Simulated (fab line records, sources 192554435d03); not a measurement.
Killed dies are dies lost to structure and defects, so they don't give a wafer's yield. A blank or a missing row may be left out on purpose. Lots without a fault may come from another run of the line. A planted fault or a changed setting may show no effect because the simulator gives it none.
Split-lot experiment | flow n5_finfet | 7 lots, 21 wafers read, on a route of 1938 steps

THE SPLIT
At N5_BEOL_M6_TRENCH_ETCH_37 (etches SiCOH lowk in C4F6/O2, target depth 94.435 nm, time 31.5 s), the setting time_s was moved away from the recipe's 31.5 s on 10 of the 21 wafers read, by -14.9% to +15.3%. The other wafers ran this setting at the recipe's value.

FROM THE SPLIT TO THE READING: what the file shows between them, 11 steps
- N5_BEOL_M6_ETCH_41: etches SiCN in CH3F/O2, target depth 29.7 nm, time 52 s
- N5_BEOL_M6_STRIP_80: strips in N2/H2, time 10 s
- N5_BEOL_M6_OCD_MEAS_38
- N5_BEOL_M6_HM_STRIP_39: strips TiN in peroxide tin strip, target depth 25 nm, time 158 s
- N5_BEOL_M6_SRD_40: time 30 s
- N5_BEOL_M6_ECD_50: material Cu, target thk 300 nm
- N5_BEOL_M6_ANNEAL_51: time 90 s
- N5_BEOL_M6_CMP_52: polishes, stops on SiCOH lowk, t overpolish 6.9 s, target thk 80 nm
- N5_BEOL_M6_THK_MEAS_53: measures by xrf
- N5_BEOL_M6_PRE_CLEAN_55: time 15 s
- N5_BEOL_M6_DEP_56: deposits SiCN from 3MS/NH3, target thk 10 nm, time 17.5 s

THE READING
M6_RS, in ohm/sq, at N5_BEOL_M6_RS_MEAS_57 (measures by four-point-probe). Fault-free wafers of this fab line usually give 0.284 ohm/sq, standard deviation 0.0085 ohm/sq.

wafer  | tool, chamber at the split | time_s as run, s | against the recipe | M6_RS, ohm/sq | against lot-mates on the recipe
L075.2 | rie_diel-06, 2             | 34.26            | +8.8%              | 0.267         | -0.021
L075.5 | rie_diel-06, 0             | 31.5             | recipe             | 0.288         | -
L075.6 | rie_diel-06, 1             | 34.26            | +8.8%              | 0.257         | -0.031
L081.1 | rie_diel-02, 2             | 31.5             | recipe             | 0.270         | -
L081.2 | rie_diel-02, 1             | 29.43            | -6.6%              | 0.317         | +0.047
L081.5 | rie_diel-02, 2             | 29.43            | -6.6%              | 0.301         | +0.031
L086.2 | rie_diel-06, 0             | 31.5             | recipe             | 0.298         | -
L086.3 | rie_diel-06, 3             | 31.5             | recipe             | 0.282         | -
L086.6 | rie_diel-06, 0             | 31.5             | recipe             | 0.292         | -
L084.2 | rie_diel-06, 1             | 31.5             | recipe             | 0.290         | -
L084.3 | rie_diel-06, 0             | 27.2             | -13.7%             | 0.354         | +0.064
L084.6 | rie_diel-06, 3             | 27.2             | -13.7%             | 0.361         | +0.071
L091.2 | rie_diel-03, 2             | 26.8             | -14.9%             | 0.366         | +0.088
L091.3 | rie_diel-03, 3             | 31.5             | recipe             | 0.278         | -
L091.5 | rie_diel-03, 0             | 26.8             | -14.9%             | 0.342         | +0.064
L090.2 | rie_diel-06, 2             | 31.5             | recipe             | 0.273         | -
L090.5 | rie_diel-06, 2             | 31.5             | recipe             | 0.275         | -
L090.6 | rie_diel-06, 1             | 31.5             | recipe             | 0.283         | -
L097.1 | rie_diel-06, 3             | 36.33            | +15.3%             | 0.238         | -0.048
L097.2 | rie_diel-06, 1             | 36.33            | +15.3%             | 0.233         | -0.053
L097.4 | rie_diel-06, 1             | 31.5             | recipe             | 0.286         | -

THE FIT
A straight line over all 21 wafers: M6_RS changes by -0.00405 ohm/sq for each +1% of time_s; r = -0.95; the points scatter about the line by 0.011 ohm/sq.
The same after taking each lot's own level away (the mean of its wafers on the recipe; 21 wafers): -0.00426 ohm/sq for each +1%; r = -0.97; scatter 0.0087 ohm/sq.
On that fit, the largest move of time_s shifts the reading by 0.065 ohm/sq.
The lots' own levels span 0.2700 to 0.2907 ohm/sq, that is 2.4 times the standard deviation above.
So the lot-to-lot level changes the slope little: the two slopes agree.
Check: with one of the wafers moved furthest among these (+15.3%) left out of the fit, the line predicts -0.063 ohm/sq for it against its lot-mates. It came out at -0.048 ohm/sq against them.

OTHER SPLITS ON THESE WAFERS
These wafers also went through other splits before the reading. Each is held against what the fit with the lots' levels taken away leaves over:
other split on the same wafers    | wafers away from the commonest value | r with M6_RS (lot level and that fit taken away)
N5_BEOL_M6_HM_DEP_02 target_thk_a | 4                                    | -0.38

THE WHOLE CHAIN: every reading that the file lists as answering this split, in the file's order
step                      | what it does                                                        | reading                                                                      | change (the file's fit)               | r (the file's)
N5_BEOL_M6_TRENCH_ETCH_37 | etches SiCOH lowk in C4F6/O2, target depth 94.435 nm, time 31.5 s   | BEOL_M6.feature_depth_nm (the simulator's own value, which no gauge read)    | +0.972 nm for each +1% of the setting | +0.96
N5_BEOL_M6_TRENCH_ETCH_37 | etches SiCOH lowk in C4F6/O2, target depth 94.435 nm, time 31.5 s   | etch.depth_nm (the simulator's own value, which no gauge read)               | +0.97 nm for each +1% of the setting  | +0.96
N5_BEOL_M6_OCD_MEAS_38    |                                                                     | trench_depth_nm                                                              | +0.963 nm for each +1% of the setting | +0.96
N5_BEOL_M6_CMP_52         | polishes, stops on SiCOH lowk, t overpolish 6.9 s, target thk 80 nm | Cu_of_BEOL_M6_ECD_50.thk_nm (the simulator's own value, which no gauge read) | +0.965 nm for each +1% of the setting | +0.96
N5_BEOL_M6_THK_MEAS_53    | measures by xrf                                                     | M6_THK                                                                       | +0.97 for each +1% of the setting     | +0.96
N5_BEOL_M6_RS_MEAS_57     | measures by four-point-probe                                        | M6_RS                                                                        | -0.00436 for each +1% of the setting  | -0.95

THE FILE'S OWN FIT
M6_RS changes by -0.00436 ohm/sq for each +1% of time_s, r = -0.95.
